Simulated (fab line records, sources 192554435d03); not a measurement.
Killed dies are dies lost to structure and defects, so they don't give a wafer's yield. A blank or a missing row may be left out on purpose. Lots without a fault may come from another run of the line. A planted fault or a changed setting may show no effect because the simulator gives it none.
Chamber matching | flow n5_finfet | N5_MOL_CONTACT_COAG_STRIP_96 on rie_diel-02: 4 sister chambers
The step strips in N2/H2. 14 wafers are shown with their chamber, then 7 later ones without.

WAFERS WITH THEIR CHAMBER
wafer  | chamber | drypump_motor_current_A (A) | throttle_valve_pct (%) | showerhead_plenum_p_Torr (Torr)
L074.1 | 1       | 5.9                         | 18.8                   | 3.19
L074.2 | 3       | 6.4                         | 19.0                   | 3.43
L074.3 | 0       | 5.1                         | 19.4                   | 3.21
L075.1 | 0       | 5.1                         | 19.4                   | 3.21
L075.3 | 3       | 6.4                         | 19.0                   | 3.43
L075.4 | 3       | 6.4                         | 19.0                   | 3.43
L090.1 | 0       | 5.0                         | 19.4                   | 3.19
L090.5 | 3       | 6.4                         | 19.0                   | 3.41
L090.6 | 2       | 5.3                         | 19.2                   | 3.58
L092.1 | 3       | 6.4                         | 19.0                   | 3.41
L092.3 | 1       | 5.9                         | 18.4                   | 3.58
L092.4 | 2       | 5.3                         | 19.2                   | 3.57
L094.2 | 3       | 6.4                         | 19.1                   | 3.41
L094.4 | 1       | 5.9                         | 18.5                   | 3.58

SIGNATURES (means of the wafers above)
reading                  | chamber 0 | chamber 1 | chamber 2 | chamber 3 | scatter within a chamber
drypump_motor_current_A  | 5.067     | 5.900     | 5.300     | 6.400     | 0.0258
throttle_valve_pct       | 19.400    | 18.567    | 19.200    | 19.017    | 0.0975
showerhead_plenum_p_Torr | 3.2033    | 3.4500    | 3.5750    | 3.4200    | 0.101
Rule: a wafer's distance from a chamber is the root of the sum, over the readings, of the square of ((its reading less the chamber's mean) divided by the reading's scatter). The wafer belongs to the nearest chamber; if the next one is less than 2 further off, it can't be placed. The scatter: the root of (the sum of the squares of (reading less its chamber's mean) over the shown wafers, divided by (wafers less chambers)).

WAFERS WITHOUT THEIR CHAMBER
wafer  | drypump_motor_current_A (A) | throttle_valve_pct (%) | showerhead_plenum_p_Torr (Torr)
L094.6 | 6.4                         | 19.1                   | 3.41
L095.3 | 6.4                         | 19.1                   | 3.41
L095.4 | 5.3                         | 19.2                   | 3.57
L095.6 | 5.3                         | 19.2                   | 3.57
L097.4 | 5.1                         | 19.4                   | 3.19
L097.5 | 5.3                         | 19.2                   | 3.57
L097.6 | 6.4                         | 19.0                   | 3.41

WHICH CHAMBER EACH WENT THROUGH
wafer  | from the rows above | in truth
L094.6 | 3                   | 3
L095.3 | 3                   | 3
L095.4 | 2                   | 2
L095.6 | 2                   | 2
L097.4 | 0                   | 0
L097.5 | 2                   | 2
L097.6 | 3                   | 3
Placed correctly: 7 of 7. Can't be placed from these rows: 0. Placed wrongly: 0.
